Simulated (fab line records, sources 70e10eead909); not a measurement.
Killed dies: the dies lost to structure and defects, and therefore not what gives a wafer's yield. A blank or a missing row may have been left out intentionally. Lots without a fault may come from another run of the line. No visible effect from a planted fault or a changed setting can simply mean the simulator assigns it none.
The tool behind it: which one?	flow nand-harc	11 lots with 33 wafers sampled at 5 steps, on a route of 1159 steps

WHAT THE GAUGES READ, wafer by wafer
NHARC_A_SGD_CUT_OVL_MEAS_10.
lot	measured	on	overlay-x-nm (nm)
L074	day 14 08:59	overlay-01	-0.8 -1.0 -1.1
L076	day 14 13:46	overlay-01	0.6 0.2 0.6
L081	day 15 08:31	overlay-01	-0.6 -0.5 0.2
L083	day 16 07:39	overlay-01	2.1 2.2 1.6
L085	day 16 19:39	overlay-02	-1.2 -0.9 -1.1
L087	day 17 09:02	overlay-01	0.6 0.4 0.7
L090	day 17 07:34	overlay-02	-0.6 -0.1 0.0
L091	day 18 02:38	overlay-01	-0.4 -1.1 -0.9
L092	day 18 14:20	overlay-01	-1.3 -1.7 -1.6
L095	day 19 07:15	overlay-01	-0.3 0.9 0.4
L097	day 20 07:44	overlay-01	-0.3 -0.2 -0.4

WHAT TOOL EACH LOT RAN ON (gives the tool, then ch and the chambers of the sampled wafers, and finally the start)
lot	NHARC_A_STAIRCASE_ETCH_453	NHARC_A_STAIRCASE_STRIP_476	NHARC_A_STAIRCASE_DEP_417	NHARC_A_STAIRCASE_DESCUM_443
L074	rie-diel-12 ch 0,2,3, day 12 15:30 or earlier	rie-diel-10 ch 0,3, day 12 15:30	pecvd-02 ch 1,2, day 12 15:39	rie-diel-11 ch 0,1,3, day 14 03:14
L076	rie-diel-10 ch 0,1,2, day 12 23:28 or earlier	rie-diel-12 ch 0,3, day 12 23:28	pecvd-02 ch 0,1, day 12 23:33	rie-diel-12 ch 0,1, day 14 07:21
L081	rie-diel-11 ch 0,3, day 13 15:31 or earlier	rie-diel-11 ch 0,1,3, day 13 15:31	pecvd-02 ch 0,1,2, day 13 15:37	rie-diel-11 ch 0,1,3, day 15 02:50
L083	rie-diel-12 ch 0,1, day 14 09:56 or earlier	rie-diel-12 ch 0,1, day 14 09:56	pecvd-02 ch 0,1, day 14 10:02	rie-diel-11 ch 0,1,3, day 16 01:57
L085	rie-diel-11 ch 0,3, day 14 22:24 or earlier	rie-diel-12 ch 1,2, day 14 22:24	pecvd-04 ch 1,2, day 14 22:33	rie-diel-10 ch 1,3, day 16 13:50
L087	rie-diel-12 ch 0,1, day 15 12:38 or earlier	rie-diel-10 ch 0,1,3, day 15 12:38	pecvd-02 ch 0,1,2, day 15 12:51	rie-diel-11 ch 0,3, day 17 00:10
L090	rie-diel-12 ch 1,2,3, day 15 17:38 or earlier	rie-diel-12 ch 0,2,3, day 15 17:38	pecvd-02 ch 0,1,2, day 15 17:46	rie-diel-11 ch 0,1,2, day 17 00:07
L091	rie-diel-11 ch 0,2,3, day 15 21:32 or earlier	rie-diel-11 ch 1,2,3, day 15 21:32	pecvd-04 ch 0,1, day 15 21:37	rie-diel-12 ch 0,1,2, day 17 20:45
L092	rie-diel-12 ch 1,2,3, day 16 16:39 or earlier	rie-diel-11 ch 0,1,3, day 16 16:39	pecvd-02 ch 1,2, day 16 16:50	rie-diel-12 ch 0,1,2, day 18 08:16
L095	rie-diel-11 ch 0,1,2, day 17 04:40 or earlier	rie-diel-10 ch 0,1,2, day 17 04:40	pecvd-02 ch 0,1, day 17 04:50	rie-diel-11 ch 0,2, day 19 00:18
L097	rie-diel-10 ch 0,2,3, day 18 09:38 or earlier	rie-diel-10 ch 0,1,2, day 18 09:38	pecvd-04 ch 1,2, day 18 09:47	rie-diel-11 ch 1,2, day 20 01:20
- NHARC_A_STAIRCASE_ETCH_453: etches the open film in CF4/O2, target depth 30 nm, overetch 3 nm, time 16.5 s.
- NHARC_A_STAIRCASE_STRIP_476: strips in O2, time 20 s.
- NHARC_A_STAIRCASE_DEP_417: deposits Si3N4, target thk 60 nm.
- NHARC_A_STAIRCASE_DESCUM_443: chemistry O2, time 3 s.

THE ANSWER, worked out from the rows above alone
Rule: the lots themselves supply what counts as usual. Put in order of their means at a reading, lots are off if they are a third of the lots or fewer, leave a main group of 4 or more, and stand apart from it by a gap of 3 or more times the standard deviation of the main group's means; of several such gaps the widest counts. A main group whose means are all the same, to the digits that the tables above print for the reading, isn't used. A lot without any number at a reading at which 4 lots or more have one is off too. Any other lot the step has rows for is counted as sound.
Across all readings shown, no lot is off: no conclusion can be drawn from this.

WHAT HAD BEEN PUT IN BY THE SIMULATOR
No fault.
